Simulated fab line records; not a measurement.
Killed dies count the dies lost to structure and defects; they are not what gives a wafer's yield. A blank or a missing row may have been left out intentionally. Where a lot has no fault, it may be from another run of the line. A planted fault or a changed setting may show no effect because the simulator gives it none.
The tool behind it: which one? || flow nandHarc || 30 wafers from 10 lots sampled at 7 of the route's 1302 steps

== WHAT THE GAUGES READ, wafer by wafer ==
NHARC_A_CHANNEL_HOLE_D2_INSPECT_12. Usual: rawDefectCount at 29, with a standard deviation of 24.
{"lot": "L788", "measured": "day 13 12:50", "on": "defectInspect-02", "rawDefectCount": "2 8 7", "flag": ""}
{"lot": "L790", "measured": "day 13 20:23", "on": "defectInspect-02", "rawDefectCount": "4 9 2", "flag": ""}
{"lot": "L792", "measured": "day 14 21:55", "on": "defectInspect-02", "rawDefectCount": "8 4 7", "flag": ""}
{"lot": "L791", "measured": "day 14 22:07", "on": "defectInspect-02", "rawDefectCount": "49 51 56", "flag": ""}
{"lot": "L797", "measured": "day 17 09:23", "on": "defectInspect-01", "rawDefectCount": "60 58 41", "flag": ""}
{"lot": "L800", "measured": "day 17 18:34", "on": "defectInspect-01", "rawDefectCount": "57 52 51", "flag": ""}
{"lot": "L806", "measured": "day 20 08:28", "on": "defectInspect-02", "rawDefectCount": "18 26 21", "flag": ""}
{"lot": "L805", "measured": "day 20 12:11", "on": "defectInspect-01", "rawDefectCount": "69 55 58", "flag": ""}
{"lot": "L809", "measured": "day 21 19:34", "on": "defectInspect-02", "rawDefectCount": "18 22 23", "flag": ""}
{"lot": "L808", "measured": "day 21 19:49", "on": "defectInspect-01", "rawDefectCount": "3 3 10", "flag": ""}

NHARC_A_CHANNEL_HOLE_D2_CD_MEAS_31. Usual: cdNm at 89.4 nm, with a standard deviation of 1.8.
{"lot": "L788", "measured": "day 13 22:17", "on": "cdSem-01", "cdNm (nm)": "91.6 89.1 90.0", "flag": ""}
{"lot": "L790", "measured": "day 14 03:22", "on": "cdSem-01", "cdNm (nm)": "0.8 3.2 0.1", "flag": "OFF"}
{"lot": "L792", "measured": "day 15 06:41", "on": "cdSem-02", "cdNm (nm)": "1.8 2.1 0.0", "flag": "OFF"}
{"lot": "L791", "measured": "day 15 08:53", "on": "cdSem-02", "cdNm (nm)": "2.5 2.8 3.4", "flag": "OFF"}
{"lot": "L797", "measured": "day 17 23:37", "on": "cdSem-03", "cdNm (nm)": "91.0 88.6 92.0", "flag": ""}
{"lot": "L800", "measured": "day 18 05:19", "on": "cdSem-02", "cdNm (nm)": "88.5 90.4 86.7", "flag": ""}
{"lot": "L806", "measured": "day 20 17:28", "on": "cdSem-02", "cdNm (nm)": "88.0 87.9 87.2", "flag": ""}
{"lot": "L805", "measured": "day 20 21:38", "on": "cdSem-02", "cdNm (nm)": "89.4 87.5 86.6", "flag": ""}
{"lot": "L809", "measured": "day 22 02:34", "on": "cdSem-03", "cdNm (nm)": "86.8 89.1 89.0", "flag": ""}
{"lot": "L808", "measured": "day 22 02:38", "on": "cdSem-01", "cdNm (nm)": "90.3 89.7 89.4", "flag": ""}

NHARC_END_SORT_01. Usual: killedAtArray 59, standard deviation 21; killedAtOther 1.0, standard deviation 1.1; killedAtPeriphery 4.0, standard deviation 2.6; killedDies 64, standard deviation 21; killedOpen 3.2, standard deviation 1.7; killedShort 2.5, standard deviation 1.5.
{"lot": "L790", "measured": "day 25 17:35", "on": "prober-01", "killedAtArray": "673 674 672", "killedAtOther": "2 2 0", "killedAtPeriphery": "2 1 5", "killedDies": "677 677 677", "killedOpen": "4 3 3", "killedShort": "3 3 1", "flag": "OFF"}
{"lot": "L792", "measured": "day 27 00:02", "on": "prober-02", "killedAtArray": "668 672 676", "killedAtOther": "0 0 0", "killedAtPeriphery": "9 5 1", "killedDies": "677 677 677", "killedOpen": "6 6 2", "killedShort": "3 7 8", "flag": "OFF"}
{"lot": "L791", "measured": "day 27 07:04", "on": "prober-02", "killedAtArray": "674 671 674", "killedAtOther": "0 0 0", "killedAtPeriphery": "3 6 3", "killedDies": "677 677 677", "killedOpen": "2 9 7", "killedShort": "4 6 1", "flag": "OFF"}
{"lot": "L797", "measured": "day 28 16:09", "on": "prober-02", "killedAtArray": 48, "killedAtOther": 1, "killedAtPeriphery": 4, "killedDies": 53, "killedOpen": 0, "killedShort": 4, "flag": ""}
{"lot": "L800", "measured": "day 29 01:25", "on": "prober-02", "killedAtArray": "80 75 85", "killedAtOther": "1 2 1", "killedAtPeriphery": "3 2 3", "killedDies": "84 79 89", "killedOpen": "3 1 2", "killedShort": "3 2 1", "flag": ""}

== WHAT TOOL EACH LOT RAN ON (gives the tool, then ch and the chambers of the sampled wafers, and finally the start) ==
{"lot": "L788", "NHARC_A_CHANNEL_HOLE_D2_ETCH_16": "rieDiel-11 ch 0,1,3, day 13 16:52 or earlier", "NHARC_A_CHANNEL_HOLE_D2_ETCH_21": "harEtch-01 ch 0,1, day 13 16:52", "NHARC_A_CHANNEL_HOLE_D2_ETCH_23": "harEtch-01 ch 0,1, day 13 17:53", "NHARC_A_CHANNEL_HOLE_D2_XSEM_32": "xsem-01 ch 0, day 13 22:23"}
{"lot": "L790", "NHARC_A_CHANNEL_HOLE_D2_ETCH_16": "rieDiel-11 ch 1,2, day 13 22:11 or earlier", "NHARC_A_CHANNEL_HOLE_D2_ETCH_21": "harEtch-01 ch 0,1, day 13 22:11", "NHARC_A_CHANNEL_HOLE_D2_ETCH_23": "harEtch-01 ch 0,1, day 13 23:14", "NHARC_A_CHANNEL_HOLE_D2_XSEM_32": "xsem-01 ch 0, day 14 03:27"}
{"lot": "L792", "NHARC_A_CHANNEL_HOLE_D2_ETCH_16": "rieDiel-04 ch 1,2,3, day 15 01:37 or earlier", "NHARC_A_CHANNEL_HOLE_D2_ETCH_21": "harEtch-01 ch 0,1, day 15 01:37", "NHARC_A_CHANNEL_HOLE_D2_ETCH_23": "harEtch-01 ch 0,1, day 15 02:37", "NHARC_A_CHANNEL_HOLE_D2_XSEM_32": "xsem-01 ch 0, day 15 06:47"}
{"lot": "L791", "NHARC_A_CHANNEL_HOLE_D2_ETCH_16": "rieDiel-11 ch 0,3, day 15 03:53 or earlier", "NHARC_A_CHANNEL_HOLE_D2_ETCH_21": "harEtch-02 ch 0,1, day 15 03:53", "NHARC_A_CHANNEL_HOLE_D2_ETCH_23": "harEtch-02 ch 0,1, day 15 04:56", "NHARC_A_CHANNEL_HOLE_D2_XSEM_32": "xsem-02 ch 0, day 15 08:59"}
{"lot": "L797", "NHARC_A_CHANNEL_HOLE_D2_ETCH_16": "rieDiel-04 ch 0,1,3, day 17 18:23 or earlier", "NHARC_A_CHANNEL_HOLE_D2_ETCH_21": "harEtch-02 ch 0,1, day 17 18:23", "NHARC_A_CHANNEL_HOLE_D2_ETCH_23": "harEtch-02 ch 0,1, day 17 19:23", "NHARC_A_CHANNEL_HOLE_D2_XSEM_32": "xsem-02 ch 0, day 17 23:42"}
{"lot": "L800", "NHARC_A_CHANNEL_HOLE_D2_ETCH_16": "rieDiel-11 ch 0,3, day 18 00:14 or earlier", "NHARC_A_CHANNEL_HOLE_D2_ETCH_21": "harEtch-01 ch 0,1, day 18 00:14", "NHARC_A_CHANNEL_HOLE_D2_ETCH_23": "harEtch-01 ch 0,1, day 18 01:15", "NHARC_A_CHANNEL_HOLE_D2_XSEM_32": "xsem-01 ch 0, day 18 05:24"}
{"lot": "L806", "NHARC_A_CHANNEL_HOLE_D2_ETCH_16": "rieDiel-11 ch 1,2,3, day 20 12:22 or earlier", "NHARC_A_CHANNEL_HOLE_D2_ETCH_21": "harEtch-01 ch 0,1, day 20 12:22", "NHARC_A_CHANNEL_HOLE_D2_ETCH_23": "harEtch-01 ch 0,1, day 20 13:22", "NHARC_A_CHANNEL_HOLE_D2_XSEM_32": "xsem-02 ch 0, day 20 17:34"}
{"lot": "L805", "NHARC_A_CHANNEL_HOLE_D2_ETCH_16": "rieDiel-04 ch 0,1,3, day 20 16:37 or earlier", "NHARC_A_CHANNEL_HOLE_D2_ETCH_21": "harEtch-01 ch 0,1, day 20 16:37", "NHARC_A_CHANNEL_HOLE_D2_ETCH_23": "harEtch-01 ch 0,1, day 20 17:40", "NHARC_A_CHANNEL_HOLE_D2_XSEM_32": "xsem-01 ch 0, day 20 21:44"}
{"lot": "L809", "NHARC_A_CHANNEL_HOLE_D2_ETCH_16": "rieDiel-06 ch 1,2, day 21 21:31 or earlier", "NHARC_A_CHANNEL_HOLE_D2_ETCH_21": "harEtch-01 ch 0,1, day 21 21:31", "NHARC_A_CHANNEL_HOLE_D2_ETCH_23": "harEtch-01 ch 0,1, day 21 22:35", "NHARC_A_CHANNEL_HOLE_D2_XSEM_32": "xsem-01 ch 0, day 22 02:39"}
{"lot": "L808", "NHARC_A_CHANNEL_HOLE_D2_ETCH_16": "rieDiel-04 ch 0,1,2, day 21 21:38 or earlier", "NHARC_A_CHANNEL_HOLE_D2_ETCH_21": "harEtch-02 ch 1, day 21 21:38", "NHARC_A_CHANNEL_HOLE_D2_ETCH_23": "harEtch-02 ch 1, day 21 22:41", "NHARC_A_CHANNEL_HOLE_D2_XSEM_32": "xsem-02 ch 0, day 22 02:43"}
- NHARC_A_CHANNEL_HOLE_D2_ETCH_16: etches the open film in O2/COS, target depth 3100 nm, time 806 s.
- NHARC_A_CHANNEL_HOLE_D2_ETCH_21: etches the open film in C4F8/O2/Ar, time 514.3 s, target depth 1600 nm.
- NHARC_A_CHANNEL_HOLE_D2_ETCH_23: etches the open film in C4F8/O2/Ar, time 819 s, target depth 1600 nm.
- NHARC_A_CHANNEL_HOLE_D2_XSEM_32

== AS READ BY THE TOOLS THEMSELVES (means over the sampled wafers that have a number; for cases with no such wafer, the mark the record gives instead) ==
NHARC_A_CHANNEL_HOLE_D2_ETCH_16. Usual: biasW 299.9 W, standard deviation 0.81; chamberPressureMTorr 19.997 mTorr, standard deviation 0.018; cosFlowSccm 19.99 sccm, standard deviation 0.056; drypumpMotorCurrentA 5.5 A, standard deviation 0.38; mfcArSccm 0.006 sccm, standard deviation 0.007; oesProductAu 1.000 a.u., standard deviation 0.014; rfFwdPowerW 499.7 W, standard deviation 1.4; rfVppV 314.6 V, standard deviation 1.7; showerheadPlenumPTorr 3.15 Torr, standard deviation 0.1; throttleValvePct 28.330 %, standard deviation 0.0095.
{"lot": "L788", "tool": "rieDiel-11", "biasW (W)": 299.2, "chamberPressureMTorr (mTorr)": 19.994, "cosFlowSccm (sccm)": 19.97, "drypumpMotorCurrentA (A)": 5.4, "mfcArSccm (sccm)": 0.009, "oesProductAu (a.u.)": 0.996, "rfFwdPowerW (W)": 499.3, "rfVppV (V)": 315.3, "showerheadPlenumPTorr (Torr)": 3.17, "throttleValvePct (%)": 28.330, "flag": ""}
{"lot": "L790", "tool": "rieDiel-11", "biasW (W)": 299.5, "chamberPressureMTorr (mTorr)": 20.010, "cosFlowSccm (sccm)": 20.03, "drypumpMotorCurrentA (A)": 5.2, "mfcArSccm (sccm)": 0.013, "oesProductAu (a.u.)": 1.005, "rfFwdPowerW (W)": 499.4, "rfVppV (V)": 314.5, "showerheadPlenumPTorr (Torr)": 3.13, "throttleValvePct (%)": 28.334, "flag": ""}
{"lot": "L792", "tool": "rieDiel-04", "biasW (W)": 299.3, "chamberPressureMTorr (mTorr)": 19.999, "cosFlowSccm (sccm)": 19.95, "drypumpMotorCurrentA (A)": 5.2, "mfcArSccm (sccm)": 0.005, "oesProductAu (a.u.)": 1.011, "rfFwdPowerW (W)": 499.1, "rfVppV (V)": 315.3, "showerheadPlenumPTorr (Torr)": 3.13, "throttleValvePct (%)": 28.332, "flag": ""}
{"lot": "L791", "tool": "rieDiel-11", "biasW (W)": 299.4, "chamberPressureMTorr (mTorr)": 19.995, "cosFlowSccm (sccm)": 19.96, "drypumpMotorCurrentA (A)": 5.6, "mfcArSccm (sccm)": 0.004, "oesProductAu (a.u.)": 1.005, "rfFwdPowerW (W)": 500.3, "rfVppV (V)": 315.7, "showerheadPlenumPTorr (Torr)": 3.21, "throttleValvePct (%)": 28.329, "flag": ""}
{"lot": "L797", "tool": "rieDiel-04", "biasW (W)": 300.1, "chamberPressureMTorr (mTorr)": 19.991, "cosFlowSccm (sccm)": 19.95, "drypumpMotorCurrentA (A)": 5.5, "mfcArSccm (sccm)": 0.000, "oesProductAu (a.u.)": 0.998, "rfFwdPowerW (W)": 499.0, "rfVppV (V)": 313.7, "showerheadPlenumPTorr (Torr)": 3.07, "throttleValvePct (%)": 28.338, "flag": ""}
{"lot": "L800", "tool": "rieDiel-11", "biasW (W)": 299.6, "chamberPressureMTorr (mTorr)": 19.993, "cosFlowSccm (sccm)": 20.05, "drypumpMotorCurrentA (A)": 5.6, "mfcArSccm (sccm)": 0.004, "oesProductAu (a.u.)": 1.016, "rfFwdPowerW (W)": 499.1, "rfVppV (V)": 316.1, "showerheadPlenumPTorr (Torr)": 3.20, "throttleValvePct (%)": 28.323, "flag": ""}
{"lot": "L806", "tool": "rieDiel-11", "biasW (W)": 299.3, "chamberPressureMTorr (mTorr)": 20.004, "cosFlowSccm (sccm)": 19.99, "drypumpMotorCurrentA (A)": 5.3, "mfcArSccm (sccm)": 0.009, "oesProductAu (a.u.)": 0.995, "rfFwdPowerW (W)": 500.5, "rfVppV (V)": 314.1, "showerheadPlenumPTorr (Torr)": 3.16, "throttleValvePct (%)": 28.327, "flag": ""}
{"lot": "L805", "tool": "rieDiel-04", "biasW (W)": 300.1, "chamberPressureMTorr (mTorr)": 20.012, "cosFlowSccm (sccm)": 20.00, "drypumpMotorCurrentA (A)": 5.6, "mfcArSccm (sccm)": 0.000, "oesProductAu (a.u.)": 1.000, "rfFwdPowerW (W)": 498.9, "rfVppV (V)": 312.6, "showerheadPlenumPTorr (Torr)": 3.07, "throttleValvePct (%)": 28.332, "flag": ""}
{"lot": "L809", "tool": "rieDiel-06", "biasW (W)": 299.0, "chamberPressureMTorr (mTorr)": 20.007, "cosFlowSccm (sccm)": 20.02, "drypumpMotorCurrentA (A)": 5.8, "mfcArSccm (sccm)": 0.007, "oesProductAu (a.u.)": 0.995, "rfFwdPowerW (W)": 498.3, "rfVppV (V)": 313.9, "showerheadPlenumPTorr (Torr)": 3.07, "throttleValvePct (%)": 28.323, "flag": ""}
{"lot": "L808", "tool": "rieDiel-04", "biasW (W)": 300.1, "chamberPressureMTorr (mTorr)": 19.986, "cosFlowSccm (sccm)": 19.97, "drypumpMotorCurrentA (A)": 5.6, "mfcArSccm (sccm)": 0.005, "oesProductAu (a.u.)": 1.007, "rfFwdPowerW (W)": 501.1, "rfVppV (V)": 313.9, "showerheadPlenumPTorr (Torr)": 3.11, "throttleValvePct (%)": 28.330, "flag": ""}

NHARC_A_CHANNEL_HOLE_D2_ETCH_21. Usual: c4f8FlowSccm 89.28 sccm, standard deviation 0.28; chamberPressureMTorr 20.001 mTorr, standard deviation 0.018; drypumpMotorCurrentA 5.7 A, standard deviation 0.49; mfcArSccm 374.9 sccm, standard deviation 0.99; showerheadPlenumPTorr 3.670 Torr, standard deviation 0.026; throttleValvePct 32.155 %, standard deviation 0.0096.
{"lot": "L788", "tool": "harEtch-01", "c4f8FlowSccm (sccm)": 89.25, "chamberPressureMTorr (mTorr)": 19.996, "drypumpMotorCurrentA (A)": 5.7, "mfcArSccm (sccm)": 374.8, "showerheadPlenumPTorr (Torr)": 3.697, "throttleValvePct (%)": 32.159, "flag": ""}
{"lot": "L790", "tool": "harEtch-01", "c4f8FlowSccm (sccm)": "-", "chamberPressureMTorr (mTorr)": "-", "drypumpMotorCurrentA (A)": "-", "mfcArSccm (sccm)": "-", "showerheadPlenumPTorr (Torr)": "-", "throttleValvePct (%)": "-", "flag": "OFF"}
{"lot": "L792", "tool": "harEtch-01", "c4f8FlowSccm (sccm)": "-", "chamberPressureMTorr (mTorr)": "-", "drypumpMotorCurrentA (A)": "-", "mfcArSccm (sccm)": "-", "showerheadPlenumPTorr (Torr)": "-", "throttleValvePct (%)": "-", "flag": "OFF"}
{"lot": "L791", "tool": "harEtch-02", "c4f8FlowSccm (sccm)": "-", "chamberPressureMTorr (mTorr)": "-", "drypumpMotorCurrentA (A)": "-", "mfcArSccm (sccm)": "-", "showerheadPlenumPTorr (Torr)": "-", "throttleValvePct (%)": "-", "flag": "OFF"}
{"lot": "L797", "tool": "harEtch-02", "c4f8FlowSccm (sccm)": 89.61, "chamberPressureMTorr (mTorr)": 19.974, "drypumpMotorCurrentA (A)": 5.9, "mfcArSccm (sccm)": 374.0, "showerheadPlenumPTorr (Torr)": 3.692, "throttleValvePct (%)": 32.160, "flag": ""}
{"lot": "L800", "tool": "harEtch-01", "c4f8FlowSccm (sccm)": 89.14, "chamberPressureMTorr (mTorr)": 20.003, "drypumpMotorCurrentA (A)": 5.7, "mfcArSccm (sccm)": 375.3, "showerheadPlenumPTorr (Torr)": 3.666, "throttleValvePct (%)": 32.160, "flag": ""}
{"lot": "L806", "tool": "harEtch-01", "c4f8FlowSccm (sccm)": 89.31, "chamberPressureMTorr (mTorr)": 19.998, "drypumpMotorCurrentA (A)": 5.7, "mfcArSccm (sccm)": 374.9, "showerheadPlenumPTorr (Torr)": 3.647, "throttleValvePct (%)": 32.160, "flag": ""}
{"lot": "L805", "tool": "harEtch-01", "c4f8FlowSccm (sccm)": 89.12, "chamberPressureMTorr (mTorr)": 19.996, "drypumpMotorCurrentA (A)": 5.7, "mfcArSccm (sccm)": 374.8, "showerheadPlenumPTorr (Torr)": 3.645, "throttleValvePct (%)": 32.151, "flag": ""}
{"lot": "L809", "tool": "harEtch-01", "c4f8FlowSccm (sccm)": 89.16, "chamberPressureMTorr (mTorr)": 19.994, "drypumpMotorCurrentA (A)": 5.7, "mfcArSccm (sccm)": 374.2, "showerheadPlenumPTorr (Torr)": 3.638, "throttleValvePct (%)": 32.154, "flag": ""}
{"lot": "L808", "tool": "harEtch-02", "c4f8FlowSccm (sccm)": 89.30, "chamberPressureMTorr (mTorr)": 19.996, "drypumpMotorCurrentA (A)": 4.8, "mfcArSccm (sccm)": 375.1, "showerheadPlenumPTorr (Torr)": 3.632, "throttleValvePct (%)": 32.138, "flag": ""}

NHARC_A_CHANNEL_HOLE_D2_ETCH_23. Usual: c4f8FlowSccm 89.23 sccm, standard deviation 0.25; chamberPressureMTorr 20.000 mTorr, standard deviation 0.017; drypumpMotorCurrentA 5.7 A, standard deviation 0.49; mfcArSccm 374.9 sccm, standard deviation 1.1; showerheadPlenumPTorr 3.670 Torr, standard deviation 0.026; throttleValvePct 32.154 %, standard deviation 0.0091.
{"lot": "L788", "tool": "harEtch-01", "c4f8FlowSccm (sccm)": 89.26, "chamberPressureMTorr (mTorr)": 20.012, "drypumpMotorCurrentA (A)": 5.7, "mfcArSccm (sccm)": 375.7, "showerheadPlenumPTorr (Torr)": 3.696, "throttleValvePct (%)": 32.145, "flag": ""}
{"lot": "L790", "tool": "harEtch-01", "c4f8FlowSccm (sccm)": 89.46, "chamberPressureMTorr (mTorr)": 19.994, "drypumpMotorCurrentA (A)": 5.6, "mfcArSccm (sccm)": 375.5, "showerheadPlenumPTorr (Torr)": 3.694, "throttleValvePct (%)": 32.141, "flag": ""}
{"lot": "L792", "tool": "harEtch-01", "c4f8FlowSccm (sccm)": 89.35, "chamberPressureMTorr (mTorr)": 20.009, "drypumpMotorCurrentA (A)": 5.7, "mfcArSccm (sccm)": 376.0, "showerheadPlenumPTorr (Torr)": 3.690, "throttleValvePct (%)": 32.159, "flag": ""}
{"lot": "L791", "tool": "harEtch-02", "c4f8FlowSccm (sccm)": 89.35, "chamberPressureMTorr (mTorr)": 19.977, "drypumpMotorCurrentA (A)": 5.3, "mfcArSccm (sccm)": 375.3, "showerheadPlenumPTorr (Torr)": 3.696, "throttleValvePct (%)": 32.153, "flag": ""}
{"lot": "L797", "tool": "harEtch-02", "c4f8FlowSccm (sccm)": 89.29, "chamberPressureMTorr (mTorr)": 19.993, "drypumpMotorCurrentA (A)": 5.9, "mfcArSccm (sccm)": 375.1, "showerheadPlenumPTorr (Torr)": 3.692, "throttleValvePct (%)": 32.150, "flag": ""}
{"lot": "L800", "tool": "harEtch-01", "c4f8FlowSccm (sccm)": 88.99, "chamberPressureMTorr (mTorr)": 19.998, "drypumpMotorCurrentA (A)": 5.6, "mfcArSccm (sccm)": 375.2, "showerheadPlenumPTorr (Torr)": 3.665, "throttleValvePct (%)": 32.148, "flag": ""}
{"lot": "L806", "tool": "harEtch-01", "c4f8FlowSccm (sccm)": 88.99, "chamberPressureMTorr (mTorr)": 19.993, "drypumpMotorCurrentA (A)": 5.7, "mfcArSccm (sccm)": 376.0, "showerheadPlenumPTorr (Torr)": 3.646, "throttleValvePct (%)": 32.150, "flag": ""}
{"lot": "L805", "tool": "harEtch-01", "c4f8FlowSccm (sccm)": 89.07, "chamberPressureMTorr (mTorr)": 19.999, "drypumpMotorCurrentA (A)": 5.7, "mfcArSccm (sccm)": 375.8, "showerheadPlenumPTorr (Torr)": 3.644, "throttleValvePct (%)": 32.148, "flag": ""}
{"lot": "L809", "tool": "harEtch-01", "c4f8FlowSccm (sccm)": 89.21, "chamberPressureMTorr (mTorr)": 19.992, "drypumpMotorCurrentA (A)": 5.7, "mfcArSccm (sccm)": 373.9, "showerheadPlenumPTorr (Torr)": 3.638, "throttleValvePct (%)": 32.150, "flag": ""}
{"lot": "L808", "tool": "harEtch-02", "c4f8FlowSccm (sccm)": 88.91, "chamberPressureMTorr (mTorr)": 19.994, "drypumpMotorCurrentA (A)": 4.8, "mfcArSccm (sccm)": 374.1, "showerheadPlenumPTorr (Torr)": 3.632, "throttleValvePct (%)": 32.165, "flag": ""}

NHARC_A_CHANNEL_HOLE_D2_XSEM_32. Usual: botCdNm 73.9 nm, standard deviation 1.8; bowNm 8.67 nm, standard deviation 0.19; tiltDeg 0.08 degrees, standard deviation 0.047.
{"lot": "L788", "tool": "xsem-01", "botCdNm (nm)": 74.5, "bowNm (nm)": 8.73, "tiltDeg (degrees)": 0.03, "flag": ""}
{"lot": "L790", "tool": "xsem-01", "botCdNm (nm)": 1.0, "bowNm (nm)": 0.38, "tiltDeg (degrees)": 0.04, "flag": "OFF"}
{"lot": "L792", "tool": "xsem-01", "botCdNm (nm)": 1.2, "bowNm (nm)": 0.19, "tiltDeg (degrees)": 0.03, "flag": "OFF"}
{"lot": "L791", "tool": "xsem-02", "botCdNm (nm)": 2.8, "bowNm (nm)": 0.44, "tiltDeg (degrees)": 0.02, "flag": "OFF"}
{"lot": "L797", "tool": "xsem-02", "botCdNm (nm)": 75.5, "bowNm (nm)": 8.42, "tiltDeg (degrees)": 0.04, "flag": ""}
{"lot": "L800", "tool": "xsem-01", "botCdNm (nm)": 72.9, "bowNm (nm)": 8.53, "tiltDeg (degrees)": 0.11, "flag": ""}
{"lot": "L806", "tool": "xsem-02", "botCdNm (nm)": 72.4, "bowNm (nm)": 8.79, "tiltDeg (degrees)": 0.14, "flag": ""}
{"lot": "L805", "tool": "xsem-01", "botCdNm (nm)": 72.6, "bowNm (nm)": 8.95, "tiltDeg (degrees)": 0.08, "flag": ""}
{"lot": "L809", "tool": "xsem-01", "botCdNm (nm)": 72.7, "bowNm (nm)": 8.41, "tiltDeg (degrees)": 0.09, "flag": ""}
{"lot": "L808", "tool": "xsem-02", "botCdNm (nm)": 75.1, "bowNm (nm)": 9.12, "tiltDeg (degrees)": 0.06, "flag": ""}

== THE ANSWER, worked out from the rows above alone ==
Rule: take the mean of a lot's wafers that have a number; if it is more than 3 standard deviations from the usual mean, the lot is off. Also off: a lot with no number at a reading for which 4 or more lots have one. Any other lot the step has rows for is counted as sound. The gauges are gone through in route order, then the tools' own readings, and for those a lot's mean is taken as printed above. The first step at which some lot is off is used, and at that step the reading that is off furthest; a lot without a number counts as furthest.
Off, at NHARC_A_CHANNEL_HOLE_D2_CD_MEAS_31 on cdNm: L790, L792, L791.
If a tool, at a process step before that reading, ran all the lots that are off and no sound lot after the first of them, it fits. The gauges at NHARC_A_CHANNEL_HOLE_D2_CD_MEAS_31 aren't tried: what is off there is off at NHARC_END_SORT_01 too, on other tools, and a gauge's error can't cause that. Because NHARC_A_CHANNEL_HOLE_D2_ETCH_16 lacks a start for some lots, the hours and order of its lots are taken from NHARC_A_CHANNEL_HOLE_D2_ETCH_21. No candidate that was tried fits.

== WHAT THE SIMULATOR HAD INSERTED ==
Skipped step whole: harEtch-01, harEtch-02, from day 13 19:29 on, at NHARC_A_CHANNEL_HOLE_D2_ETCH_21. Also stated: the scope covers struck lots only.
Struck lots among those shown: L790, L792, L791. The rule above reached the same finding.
